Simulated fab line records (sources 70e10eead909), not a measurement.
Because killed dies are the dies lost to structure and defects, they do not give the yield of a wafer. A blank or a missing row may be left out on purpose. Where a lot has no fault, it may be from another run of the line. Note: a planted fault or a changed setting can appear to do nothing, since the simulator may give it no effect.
Problem report, 8D (eight disciplines) form, completed by code	flow nandHarc	the parts of the form that need people (team, actions taken, sign-off) are left out

== 1. PROBLEM STATEMENT ==
Wafers without a fault read 1.001 a.u., standard deviation 0.015; oesProductAu at NHARC_A_STAIRCASE_TRIM_222 reads a mean of 1.228 a.u. on 2 wafers belonging to 2 lots. That puts it +15 standard deviations away from the usual mean.
The step: chemistry O2, time 211.2 s.
Seen first at day 23 19:14 on rieDiel-06, wafer L111.4. The record has a number at this step for 42 wafers belonging to 14 lots. Rule for "out", or "out of limits": more than 4 standard deviations from the usual mean. All remaining wafers that have a number are taken as sound.

== 2. WHAT THIS IS AND IS NOT ==
question	is	is not
which readings at this step	oesProductAu	drypumpMotorCurrentA, rfVppV, showerheadPlenumPTorr, throttleValvePct
which lots	L111, L112	L100, L101, L102, L104, L105, L113, L993, L995, L996, L997, L998, L999
which wafers of those lots	L111.4, L112.4	L111.5, L111.6, L112.2, L112.6
read on which tools	rieDiel-06	rieDiel-09, rieDiel-13
when	from day 23 19:14	up to then (35 sound wafers); but 5 sound wafers of L112, L113 came after

== 3. THE SUSPECTS, EACH WITH WHAT RULES IT OUT ==
Counting: any tool at a process step up to the reading remains a suspect provided it ran every lot that is out. Sound lots after the first of them don't rule it out here, since some wafers of a struck lot are sound.
- rieDiel-06 at NHARC_A_STAIRCASE_DESCUM_219 (chemistry O2, time 3 s): kept. Ran every lot that is out, first one L111 (day 23 18:50); last sound lot up to then L105 (day 20 21:38).
- rieDiel-06 at NHARC_A_STAIRCASE_TRIM_222 (chemistry O2, time 211.2 s): kept. Ran every lot that is out, first one L111 (day 23 19:14); last sound lot up to then L105 (day 20 22:16). Out on those wafers are its own readings of oesProductAu.
Left after counting: rieDiel-06 at NHARC_A_STAIRCASE_DESCUM_219, rieDiel-06 at NHARC_A_STAIRCASE_TRIM_222.

== 4. THE CAUSE (what the simulator had put in) ==
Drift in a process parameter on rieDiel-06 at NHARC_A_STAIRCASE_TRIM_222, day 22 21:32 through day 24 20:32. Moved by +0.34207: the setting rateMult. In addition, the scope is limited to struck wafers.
After counting, 2 suspects remain, this tool included.

== 5. THE EFFECT CHAIN, in route order ==
One row per reading whose mean, taken over the struck wafers that have a number, lies over 3 standard deviations from the usual. Only readings for which the record gives a usual standard deviation are gone through. hours: the time from each lot's start at the first step in this table that gives one to its start at this step, as a median over the lots. sigmas: the change in usual standard deviations.
hours	step	reading	usual	on struck wafers	change	sigmas
0	NHARC_A_STAIRCASE_TRIM_222	oesProductAu	1.001 a.u.	1.228	+0.227	+15
Here are the process steps it includes:
- NHARC_A_STAIRCASE_TRIM_222: chemistry O2, time 211.2 s.

== 6. WHAT WOULD HAVE CAUGHT IT SOONER ==
22 hours passed between the start of the fault at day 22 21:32 and the first reading out of limits in this record, taken at day 23 19:14.
